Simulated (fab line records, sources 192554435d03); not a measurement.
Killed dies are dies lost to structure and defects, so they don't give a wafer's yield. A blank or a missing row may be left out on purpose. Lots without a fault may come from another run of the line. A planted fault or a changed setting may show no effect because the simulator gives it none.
Chamber matching | flow n5_finfet | N5_BEOL_M5_ETCH_72 on rie_diel-06: 4 sister chambers
The step etches underlayer in N2/H2, target depth 6.5 nm, time 5.2 s. 14 wafers are shown with their chamber, then 7 later ones without.

WAFERS WITH THEIR CHAMBER
wafer  | chamber | showerhead_plenum_p_Torr (Torr) | oes_product_au (a.u.) | rf_vpp_V (V)
L997.1 | 0       | 2.69                            | 0.74                  | 530.1
L997.4 | 1       | 2.59                            | 0.80                  | 524.1
L997.5 | 3       | 2.60                            | 0.79                  | 526.7
L999.3 | 3       | 2.60                            | 0.78                  | 526.0
L999.4 | 0       | 2.69                            | 0.74                  | 528.2
L999.6 | 3       | 2.60                            | 0.79                  | 525.5
L102.2 | 3       | 2.60                            | 0.78                  | 525.8
L102.3 | 0       | 2.68                            | 0.74                  | 528.6
L102.5 | 2       | 2.41                            | 0.60                  | 521.7
L111.1 | 0       | 2.68                            | 0.72                  | 527.3
L111.2 | 2       | 2.41                            | 0.60                  | 521.4
L111.5 | 3       | 2.59                            | 0.75                  | 524.6
L112.3 | 2       | 2.40                            | 0.59                  | 519.8
L112.4 | 0       | 2.67                            | 0.72                  | 527.3

SIGNATURES (means of the wafers above)
reading                  | chamber 0 | chamber 1 | chamber 2 | chamber 3 | scatter within a chamber
showerhead_plenum_p_Torr | 2.6820    | 2.5900    | 2.4067    | 2.5980    | 0.00653
oes_product_au           | 0.7320    | 0.8000    | 0.5967    | 0.7780    | 0.0128
rf_vpp_V                 | 528.300   | 524.100   | 520.967   | 525.720   | 0.989
Rule: a wafer's distance from a chamber is the root of the sum, over the readings, of the square of ((its reading less the chamber's mean) divided by the reading's scatter). The wafer belongs to the nearest chamber; if the next one is less than 2 further off, it can't be placed. The scatter: the root of (the sum of the squares of (reading less its chamber's mean) over the shown wafers, divided by (wafers less chambers)).

WAFERS WITHOUT THEIR CHAMBER
wafer  | showerhead_plenum_p_Torr (Torr) | oes_product_au (a.u.) | rf_vpp_V (V)
L112.5 | 2.58                            | 0.75                  | 524.2
L117.1 | 2.40                            | 0.58                  | 519.7
L117.2 | 2.58                            | 0.74                  | 523.1
L117.3 | 2.58                            | 0.75                  | 524.6
L116.1 | 2.67                            | 0.70                  | 526.7
L116.4 | 2.40                            | 0.58                  | 519.7
L116.5 | 2.40                            | 0.57                  | 519.8

WHICH CHAMBER EACH WENT THROUGH
wafer  | from the rows above     | in truth
L112.5 | can't be placed: 3 or 1 | 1
L117.1 | 2                       | 2
L117.2 | can't be placed: 3 or 1 | 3
L117.3 | can't be placed: 3 or 1 | 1
L116.1 | 0                       | 0
L116.4 | 2                       | 2
L116.5 | 2                       | 2
Placed correctly: 4 of 7. Can't be placed from these rows: 3 (the true chamber is among the candidates in 3). Placed wrongly: 0.
